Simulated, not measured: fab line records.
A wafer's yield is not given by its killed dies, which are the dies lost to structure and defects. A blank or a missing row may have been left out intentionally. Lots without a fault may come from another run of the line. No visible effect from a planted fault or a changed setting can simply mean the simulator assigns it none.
Chamber matching | flow n5 finfet | rie diel-03 running N5_BEOL_M3_STRIP_36: 4 sister chambers
The step strips in N2/H2. 24 wafers are shown with their chamber, then 12 later ones without.

WAFERS, EACH WITH ITS CHAMBER
wafer  | chamber | drypump motor current A (A) | oes product au (a.u.) | showerhead plenum p Torr (Torr)
L077.1 | 2       | 6.1                         | 0.70                  | 2.61
L077.4 | 2       | 6.2                         | 0.70                  | 2.61
L077.6 | 2       | 6.1                         | 0.70                  | 2.61
L075.2 | 1       | 6.1                         | 0.73                  | 2.54
L075.4 | 1       | 6.1                         | 0.73                  | 2.54
L075.6 | 2       | 6.1                         | 0.70                  | 2.61
L076.1 | 2       | 6.1                         | 0.71                  | 2.61
L076.4 | 0       | 4.9                         | 0.76                  | 2.44
L076.6 | 2       | 6.2                         | 0.70                  | 2.61
L078.2 | 1       | 6.0                         | 0.72                  | 2.53
L078.4 | 2       | 6.2                         | 0.70                  | 2.61
L078.6 | 0       | 4.9                         | 0.76                  | 2.44
L081.1 | 2       | 6.1                         | 0.69                  | 2.60
L081.2 | 3       | 6.3                         | 0.94                  | 2.47
L081.6 | 0       | 4.9                         | 0.76                  | 2.43
L083.1 | 2       | 6.1                         | 0.69                  | 2.60
L083.2 | 0       | 4.9                         | 0.75                  | 2.43
L083.3 | 3       | 6.3                         | 0.94                  | 2.47
L083.4 | 1       | 6.0                         | 0.71                  | 2.53
L083.5 | 1       | 6.0                         | 0.71                  | 2.53
L083.6 | 2       | 6.1                         | 0.69                  | 2.60
L084.2 | 1       | 6.0                         | 0.72                  | 2.53
L084.5 | 1       | 6.0                         | 0.71                  | 2.52
L084.6 | 3       | 6.3                         | 0.94                  | 2.47

SIGNATURES (means of the wafers above)
reading                  | chamber 0 | chamber 1 | chamber 2 | chamber 3 | scatter within a chamber
drypump motor current A  | 4.900     | 6.029     | 6.130     | 6.300     | 0.042
oes product au           | 0.7575    | 0.7186    | 0.6980    | 0.9400    | 0.00678
showerhead plenum p Torr | 2.4350    | 2.5314    | 2.6070    | 2.4700    | 0.00546
Rule: a wafer lies at a distance from a chamber equal to the root of the sum of squares, over the readings, of (its reading less the chamber's mean, divided by the reading's scatter). The wafer belongs to the nearest chamber; if the next one is less than 2 further off, it can't be placed. The scatter: take each reading less its chamber's mean, square it, sum over the shown wafers, divide by the number of wafers less the number of chambers, and take the root.

WAFERS WITH NO CHAMBER GIVEN
wafer  | drypump motor current A (A) | oes product au (a.u.) | showerhead plenum p Torr (Torr)
L087.2 | 6.1                         | 1.00                  | 2.60
L087.3 | 4.9                         | 0.75                  | 2.43
L087.6 | 6.3                         | 0.91                  | 2.47
L088.2 | 6.3                         | 0.92                  | 2.47
L088.3 | 4.9                         | 0.75                  | 2.43
L088.4 | 6.1                         | 0.70                  | 2.52
L096.1 | 6.3                         | 0.87                  | 2.46
L096.2 | 6.0                         | 0.70                  | 2.51
L096.5 | 6.3                         | 0.89                  | 2.46
L097.3 | 6.3                         | 0.87                  | 2.46
L097.4 | 6.2                         | 0.91                  | 2.58
L097.5 | 6.3                         | 0.87                  | 2.46

EACH ONE'S CHAMBER
wafer  | from the rows above | in truth
L087.2 | 3                   | 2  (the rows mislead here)
L087.3 | 0                   | 0
L087.6 | 3                   | 3
L088.2 | 3                   | 3
L088.3 | 0                   | 0
L088.4 | 1                   | 1
L096.1 | 3                   | 3
L096.2 | 1                   | 1
L096.5 | 3                   | 3
L097.3 | 3                   | 3
L097.4 | 3                   | 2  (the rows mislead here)
L097.5 | 3                   | 3
Correct placement for 10 of the 12. From these rows, 0 cannot be placed. 2 placed wrongly.
